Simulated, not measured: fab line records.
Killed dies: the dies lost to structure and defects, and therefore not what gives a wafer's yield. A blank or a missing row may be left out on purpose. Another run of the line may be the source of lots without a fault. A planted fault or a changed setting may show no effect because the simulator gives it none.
fab line records ; flow nand_harc ; part 2 of 2: steps 5 to 6 of 6
record lots=23; wafers=69; last_day=24
route steps=1159 shown A_STAIRCASE@699 A_SGD_CUT@758 A_SLIT@799
lots untouched by any fault: they come from a run of this same line in which no faults occurred
start_h: start of the lot's first displayed wafer, in hours after the record's first day ; wait_h: how many hours have passed since the lot's step before this one ; " as in the row above ; L1.1+2: a single row standing in for several wafers ; - no value present, or no start provided ; * or withheld: withheld ; < > ~ a bound
route shown NAME@n: a module of which the file shows steps, and the number in the route of the first ; usual: mean/standard deviation of fault-free wafers ; same: alike in all rows ; chamber/n: place in a boat ; sites: per-site readings ; _std_site: the values' standard deviation ; _edge_site: the outer-site mean with the inner-site mean subtracted ; radius_mm: for every site, how far away it sits from the centre of the wafer ; mask NAME#n: copy n ; behind: the most recent tool/chamber to have shaped the wafer ; hold: the reason the lot was held/the length of the hold in hours/how it ended ; device: the transistor (n, p or np) that didn't switch ; end of line: tests run on the same wafers once the route is complete ; where a step has no rows: the recipe by itself ; killed: dies that structure and defects cost at the first sort, which is not the same as the wafer's yield ; map: a wafer's dies, marking killed ones x, the rest . and places with no die _
set.NAME: the setting as run; set.NAME@STEP: as run at that earlier step ; model.NAME: the simulator's own value behind a step, which no gauge read
a sample of lots followed through the steps of the route, with each step as a table and each wafer as a row
services: a tool's chamber out of use, with start hour (start_h, from the record's first day; less than 0 if before it), hours out, and reason
## steps
# step NHARC_A_SGD_CUT_ETCHBACK_24
# recipe target_depth_a=500; over_etch_frac=0.3; time_s=92.857; ion_energy_ev=120; ch3f_flow_sccm=50; o2_flow_sccm=30; ar_flow_sccm=200; rf_w=500; bias_w=100; chemistry=CH3F/O2
# usual drypump_motor_current_A=5.7/0.34; oes_product_au=0.97/0.038; rf_vpp_V=244.9/1.1; showerhead_plenum_p_Torr=2.51/0.06; throttle_valve_pct=20.663/0.0089
lot.wafer;tool;chamber;start_h;wait_h;drypump_motor_current_A;oes_product_au;rf_hours_counter_h;rf_vpp_V;showerhead_plenum_p_Torr;throttle_valve_pct
L074.2;rie_diel-10;1;311.76;0.1;5.4;0.91;15;244.1;2.49;20.662
L074.4;rie_diel-10;3;311.76;0.1;5.9;0.91;13;246.3;2.63;20.653
L074.6;rie_diel-10;2;311.76;0.1;5.6;0.93;-;244.5;2.49;20.670
L076.4;rie_diel-02;0;311.80;0.2;5.8;0.93;3;244.0;2.50;20.670
L076.6;rie_diel-02;1;311.80;0.2;6.3;0.92;-;247.4;2.54;20.655
L076.5;rie_diel-02;2;311.80;0.2;5.7;0.94;-;245.1;2.55;20.667
L075.1;rie_diel-02;0;325.05;0.2;5.8;1.00;5;246.2;2.50;20.661
L075.2;rie_diel-02;1;325.05;0.2;6.3;1.00;21;245.1;2.54;20.650
L075.6;rie_diel-02;3;325.05;0.2;5.6;1.00;-;246.4;2.58;20.673
L077.3;rie_diel-08;3;333.84;0.1;5.8;1.01;2;243.6;2.43;20.651
L077.1;rie_diel-08;2;333.84;0.1;5.6;0.98;2;245.2;2.56;20.684
L077.5;rie_diel-08;1;333.84;0.1;5.0;1.01;-;244.2;2.42;20.655
L078.2;rie_diel-10;1;333.84;0.2;5.4;0.99;17;244.4;2.49;20.661
L078.4;rie_diel-10;2;333.84;0.2;5.6;0.99;16;245.4;2.49;20.670
L078.5;rie_diel-10;2;333.84;0.2;5.6;1.01;-;244.7;2.49;20.654
L079.4;rie_diel-08;3;341.52;0.1;5.8;0.93;3;243.1;2.43;20.653
L079.5;rie_diel-08;2;341.52;0.1;5.6;0.93;-;245.7;2.56;20.648
L079.6;rie_diel-08;3;341.52;0.1;5.8;0.94;-;243.5;2.43;20.645
L080.4;rie_diel-10;0;341.53;0.2;5.7;0.92;17;244.2;2.49;20.665
L080.5;rie_diel-10;1;341.53;0.2;5.4;0.92;-;245.1;2.49;20.659
L080.6;rie_diel-10;2;341.53;0.2;5.6;0.93;-;244.9;2.49;20.668
L082.1;rie_diel-08;3;351.67;0.1;5.8;1.01;4;243.4;2.43;20.672
L082.2;rie_diel-08;1;351.67;0.1;5.0;1.02;4;244.5;2.42;20.674
L082.4;rie_diel-08;2;351.67;0.1;5.6;0.99;4;244.8;2.56;20.670
L081.3;rie_diel-10;0;351.70;0.2;5.7;0.91;18;244.0;2.49;20.660
L081.1;rie_diel-10;2;351.70;0.2;5.6;0.92;17;244.7;2.49;20.664
L081.6;rie_diel-10;3;351.70;0.2;5.8;0.91;-;247.3;2.63;20.662
L084.2;rie_diel-10;3;373.54;0.1;5.8;0.93;2;246.8;2.63;20.663
L084.3;rie_diel-10;0;373.54;0.1;5.7;0.91;2;245.0;2.49;20.662
L084.1;rie_diel-10;2;373.54;0.1;5.6;0.93;2;246.5;2.49;20.650
L083.3;rie_diel-08;0;373.55;0.1;6.3;0.97;3;244.0;2.45;20.669
L083.1;rie_diel-08;1;373.55;0.1;5.0;1.00;5;242.8;2.42;20.668
L083.2;rie_diel-08;3;373.55;0.1;5.8;0.99;4;245.3;2.43;20.671
L087.2;rie_diel-10;1;382.32;0.2;5.4;0.92;2;243.5;2.49;20.674
L087.1;rie_diel-10;2;382.32;0.2;5.6;0.93;2;244.3;2.49;20.667
L087.6;rie_diel-10;0;382.32;0.2;5.7;0.93;-;245.6;2.49;20.672
L086.4;rie_diel-02;0;382.33;0.2;5.8;1.00;4;246.8;2.49;20.649
L086.3;rie_diel-02;1;382.33;0.2;6.4;0.99;4;243.9;2.53;20.675
L086.5;rie_diel-02;0;382.33;0.2;5.9;1.01;-;244.2;2.49;20.667
L085.1;rie_diel-10;1;382.43;0.2;5.4;1.01;3;244.8;2.49;20.652
L085.2;rie_diel-10;2;382.43;0.2;5.6;1.02;2;244.6;2.49;20.677
L085.5;rie_diel-10;1;382.43;0.2;5.4;1.01;-;243.7;2.49;20.659
L090.1;rie_diel-08;2;402.66;0.2;5.6;0.98;6;245.7;2.56;20.665
L090.6;rie_diel-08;3;402.66;0.2;5.8;1.01;-;244.1;2.43;20.652
L090.5;rie_diel-08;0;402.66;0.2;6.4;0.98;-;244.0;2.45;20.642
L089.1;rie_diel-10;1;402.68;0.1;5.4;1.00;4;245.0;2.48;20.660
L089.4;rie_diel-10;2;402.68;0.1;5.6;1.02;4;245.1;2.49;20.652
L089.5;rie_diel-10;1;402.68;0.1;5.4;0.99;-;243.6;2.48;20.663
L088.1;rie_diel-10;2;402.77;0.1;5.6;0.94;4;245.9;2.49;20.672
L088.5;rie_diel-10;2;402.77;0.1;5.6;0.94;-;244.5;2.49;20.658
L088.6;rie_diel-10;3;402.77;0.1;5.9;0.93;-;248.5;2.63;20.653
L092.3;rie_diel-08;3;418.86;0.1;5.8;0.99;8;243.3;2.43;20.671
L092.1;rie_diel-08;2;418.86;0.1;5.6;0.99;7;245.6;2.56;20.663
L092.5;rie_diel-08;0;418.86;0.1;6.4;0.97;-;244.8;2.45;20.660
L091.1;rie_diel-10;2;418.97;0.2;5.6;0.95;6;243.9;2.49;20.648
L091.4;rie_diel-10;3;418.97;0.2;5.8;0.96;6;245.1;2.63;20.657
L091.5;rie_diel-10;2;418.97;0.2;5.6;0.96;-;246.3;2.49;20.645
L093.2;rie_diel-08;2;430.14;0.1;5.6;0.99;8;246.6;2.56;20.653
L093.3;rie_diel-08;3;430.14;0.1;5.8;1.00;9;242.5;2.43;20.664
L093.6;rie_diel-08;3;430.14;0.1;5.8;0.99;-;243.6;2.43;20.650
L094.2;rie_diel-02;3;430.15;0.1;5.6;1.01;9;245.7;2.58;20.667
L094.4;rie_diel-02;0;430.15;0.1;5.8;1.01;9;244.6;2.49;20.655
L094.5;rie_diel-02;2;430.15;0.1;5.7;0.98;-;245.7;2.54;20.659
L095.4;rie_diel-02;0;442.90;0.2;5.8;0.97;10;244.0;2.49;20.660
L095.1;rie_diel-02;1;442.90;0.2;6.3;1.00;11;244.1;2.53;20.669
L095.5;rie_diel-02;2;442.90;0.2;5.7;0.98;-;243.6;2.54;20.665
L097.2;rie_diel-02;1;442.97;0.2;6.4;0.92;11;244.7;2.53;20.685
L097.3;rie_diel-02;2;442.97;0.2;5.7;0.91;11;244.6;2.54;20.653
L097.1;rie_diel-02;3;442.97;0.2;5.6;0.94;11;244.9;2.58;20.665
# step NHARC_A_SLIT_ETCH_29
# recipe target_depth_a=1000; overetch_a=100; time_s=55; ion_energy_ev=100; cf4_flow_sccm=80; o2_flow_sccm=20; ar_flow_sccm=0; rf_w=300; bias_w=100; chemistry=CF4/O2
# usual drypump_motor_current_A=5.6/0.64; oes_f_703_au=1.000/0.0048; oes_o_777_au=1.000/0.0051; oes_product_au=1.004/0.01; rf_vpp_V=198.0/1.5; showerhead_plenum_p_Torr=1.35/0.057; throttle_valve_pct=13.397/0.01
lot.wafer;tool;chamber;start_h;wait_h;drypump_motor_current_A;oes_f_703_au;oes_o_777_au;oes_product_au;rf_hours_counter_h;rf_vpp_V;showerhead_plenum_p_Torr;throttle_valve_pct
L076.4;rie_diel-05;2;319.94;0.1;4.6;1.001;0.994;1.022;9;198.8;1.44;13.391
L076.5;rie_diel-05;3;319.94;0.1;6.5;0.993;1.006;1.001;-;196.4;1.34;13.394
L076.6;rie_diel-05;0;319.94;0.1;6.1;1.003;0.995;1.009;-;198.8;1.35;13.393
L074.2;rie_diel-03;0;321.60;0.1;4.9;0.992;1.004;1.006;6;200.9;1.43;13.406
L074.4;rie_diel-03;1;321.60;0.1;5.4;1.000;0.998;1.003;5;197.1;1.35;13.410
L074.6;rie_diel-03;1;321.60;0.1;5.4;0.998;0.995;1.012;-;197.7;1.35;13.379
L075.2;rie_diel-05;0;331.33;0.1;6.1;0.992;1.001;1.022;12;197.8;1.35;13.391
L075.1;rie_diel-05;2;331.33;0.1;4.6;0.998;0.990;1.007;10;199.9;1.44;13.398
L075.6;rie_diel-05;0;331.33;0.1;6.1;1.008;1.000;1.015;-;196.9;1.35;13.410
L078.2;rie_diel-12;0;343.26;0.1;6.1;0.996;1.003;0.994;9;195.6;1.29;13.399
L078.4;rie_diel-12;2;343.26;0.1;5.2;0.999;1.000;1.015;10;197.0;1.25;13.396
L078.5;rie_diel-12;3;343.26;0.1;5.2;0.988;0.994;1.003;-;199.6;1.33;13.399
L077.3;rie_diel-03;2;344.93;0.1;5.7;1.002;1.003;1.000;7;199.8;1.41;13.422
L077.1;rie_diel-03;1;344.93;0.1;5.4;0.990;0.999;1.006;6;199.7;1.35;13.399
L077.5;rie_diel-03;3;344.93;0.1;5.2;0.999;1.002;1.030;-;197.5;1.31;13.398
L080.4;rie_diel-12;2;351.06;0.1;5.2;1.010;1.001;1.005;12;196.1;1.25;13.391
L080.6;rie_diel-12;1;351.06;0.1;6.0;1.000;0.996;1.005;-;195.9;1.25;13.393
L080.5;rie_diel-12;2;351.06;0.1;5.2;0.997;1.006;1.014;-;195.2;1.25;13.383
L079.4;rie_diel-03;0;352.74;0.1;4.8;0.997;1.008;1.019;8;200.9;1.43;13.401
L079.6;rie_diel-03;1;352.74;0.1;5.4;1.005;0.995;0.993;-;199.3;1.35;13.400
L079.5;rie_diel-03;2;352.74;0.1;5.7;1.001;1.000;1.001;-;198.9;1.41;13.400
L082.4;rie_diel-05;0;358.08;0.1;6.1;1.002;0.992;0.994;0;198.9;1.35;13.379
L082.1;rie_diel-05;1;358.08;0.1;6.7;0.991;1.001;0.994;0;198.8;1.34;13.390
L082.2;rie_diel-05;3;358.08;0.1;6.5;0.998;0.995;0.987;0;197.5;1.34;13.400
L081.1;rie_diel-03;3;359.78;0.1;5.2;1.002;1.000;1.021;8;196.4;1.31;13.390
L081.3;rie_diel-03;0;359.78;0.1;4.8;0.998;1.008;1.016;9;199.0;1.43;13.410
L081.6;rie_diel-03;1;359.78;0.1;5.5;1.002;0.998;1.005;-;197.8;1.35;13.407
L083.3;rie_diel-03;2;380.07;0.1;5.7;1.007;1.012;0.994;9;200.0;1.41;13.393
L083.1;rie_diel-03;3;380.07;0.1;5.3;1.002;1.005;1.017;10;197.1;1.31;13.383
L083.2;rie_diel-03;1;380.07;0.1;5.5;0.996;1.000;1.009;8;198.8;1.35;13.397
L084.3;rie_diel-03;2;381.74;0.1;5.7;1.006;0.983;0.995;9;200.6;1.41;13.390
L084.1;rie_diel-03;0;381.74;0.1;4.9;1.002;0.996;1.009;10;199.1;1.43;13.383
L084.2;rie_diel-03;1;381.74;0.1;5.4;0.997;0.991;1.002;9;197.4;1.35;13.387
L086.3;rie_diel-05;3;388.59;0.1;6.5;0.998;1.012;1.013;2;197.8;1.34;13.394
L086.4;rie_diel-05;0;388.59;0.1;6.1;0.999;0.994;1.011;2;197.1;1.35;13.408
L086.5;rie_diel-05;1;388.59;0.1;6.7;1.000;1.003;0.991;-;197.2;1.34;13.405
L087.1;rie_diel-03;0;388.94;0.1;4.8;1.000;1.003;1.012;11;200.7;1.43;13.392
L087.2;rie_diel-03;2;388.94;0.1;5.7;1.003;0.993;0.995;10;200.7;1.41;13.395
L087.6;rie_diel-03;0;388.94;0.1;4.9;1.010;0.998;1.013;-;200.5;1.43;13.370
L085.2;rie_diel-05;1;390.26;0.1;6.8;1.004;1.000;0.994;2;198.2;1.34;13.394
L085.1;rie_diel-05;0;390.26;0.1;6.1;0.986;1.011;0.993;2;197.3;1.35;13.396
L085.5;rie_diel-05;1;390.26;0.1;6.7;0.999;1.015;1.004;-;198.2;1.34;13.403
L090.1;rie_diel-12;1;408.97;0.1;6.0;1.001;1.003;0.998;1;196.4;1.25;13.403
L090.5;rie_diel-12;0;408.97;0.1;6.1;1.003;0.994;1.000;-;196.4;1.29;13.400
L090.6;rie_diel-12;1;408.97;0.1;6.0;1.008;1.004;0.999;-;196.9;1.25;13.396
L089.1;rie_diel-03;3;409.16;0.1;5.3;0.996;0.993;1.005;1;196.7;1.31;13.396
L089.5;rie_diel-03;3;409.16;0.1;5.3;0.995;1.007;1.000;-;197.7;1.31;13.393
L089.4;rie_diel-03;1;409.16;0.1;5.5;0.998;0.998;0.989;-;198.6;1.35;13.404
L088.1;rie_diel-03;2;422.87;0.1;5.7;1.005;0.994;1.001;1;199.3;1.41;13.405
L088.5;rie_diel-03;3;422.87;0.1;5.3;0.998;1.002;1.005;-;196.6;1.31;13.398
L088.6;rie_diel-03;0;422.87;0.1;4.9;0.997;0.996;1.002;-;200.7;1.43;13.397
L092.1;rie_diel-05;2;426.51;0.1;4.6;0.998;1.003;1.014;4;200.5;1.44;13.381
L092.3;rie_diel-05;3;426.51;0.1;6.5;0.994;0.997;1.002;3;197.6;1.34;13.397
L092.5;rie_diel-05;3;426.51;0.1;6.6;1.006;0.994;1.009;-;197.1;1.34;13.406
L091.4;rie_diel-12;2;426.98;0.1;5.2;1.005;0.998;1.001;3;195.2;1.24;13.369
L091.1;rie_diel-12;0;426.98;0.1;6.1;0.998;1.006;1.001;4;196.3;1.29;13.413
L091.5;rie_diel-12;2;426.98;0.1;5.2;1.000;0.995;1.011;-;196.1;1.24;13.392
L094.4;rie_diel-12;3;436.52;0.1;5.2;0.994;0.996;1.004;4;196.8;1.33;13.400
L094.2;rie_diel-12;1;436.52;0.1;6.0;1.003;1.000;0.997;3;196.0;1.25;13.381
L094.5;rie_diel-12;0;436.52;0.1;6.1;1.000;1.003;0.988;-;195.5;1.29;13.410
L093.2;rie_diel-05;3;436.84;0.1;6.6;0.998;0.996;1.004;4;197.5;1.34;13.419
L093.3;rie_diel-05;0;436.84;0.1;6.1;1.005;1.000;1.000;4;197.7;1.35;13.374
L093.6;rie_diel-05;3;436.84;0.1;6.5;0.989;0.999;0.996;-;197.1;1.34;13.397
L095.4;rie_diel-03;2;450.96;0.1;5.7;0.999;0.997;1.010;5;200.3;1.41;13.406
L095.1;rie_diel-03;3;450.96;0.1;5.3;1.006;0.998;1.023;5;197.7;1.31;13.391
L095.5;rie_diel-03;1;450.96;0.1;5.5;1.000;1.006;0.991;-;197.1;1.35;13.390
L097.3;rie_diel-05;3;451.45;0.1;6.5;0.996;0.996;0.999;6;198.2;1.34;13.414
L097.2;rie_diel-05;1;451.45;0.1;6.7;1.001;1.006;0.990;6;197.5;1.34;13.405
L097.1;rie_diel-05;2;451.45;0.1;4.6;0.999;0.996;1.010;6;200.1;1.44;13.398
## services
tool;chamber;start_h;hours;kind
rie_diel-09;0;238.59;5.8;repair
rie_diel-03;0;240.92;4.2;repair
rie_diel-05;2;246.10;8.9;repair
rie_diel-09;-;254.10;9.0;pm
rie_diel-03;2;281.96;15.4;repair
rie_diel-10;2;282.12;6.0;repair
rie_diel-04;1;285.68;14.8;repair
rie_diel-04;-;288.90;9.0;pm
rie_diel-05;3;294.07;3.3;repair
rie_diel-09;-;303.60;1.2;repair
rie_diel-11;0;306.40;2.2;repair
rie_diel-05;2;308.34;3.2;repair
rie_diel-05;-;346.94;9.0;pm
rie_diel-11;1;352.19;8.8;repair
rie_diel-10;-;353.50;9.0;pm
rie_diel-03;2;359.51;8.3;repair
rie_diel-11;-;367.85;9.0;pm
rie_diel-03;-;392.30;9.0;pm
rie_diel-03;2;406.08;4.3;repair
rie_diel-09;-;407.74;0.8;repair
rie_diel-09;-;414.50;0.5;repair
rie_diel-03;1;426.45;22.9;repair
rie_diel-09;-;432.03;9.0;pm
rie_diel-09;0;449.41;8.0;repair
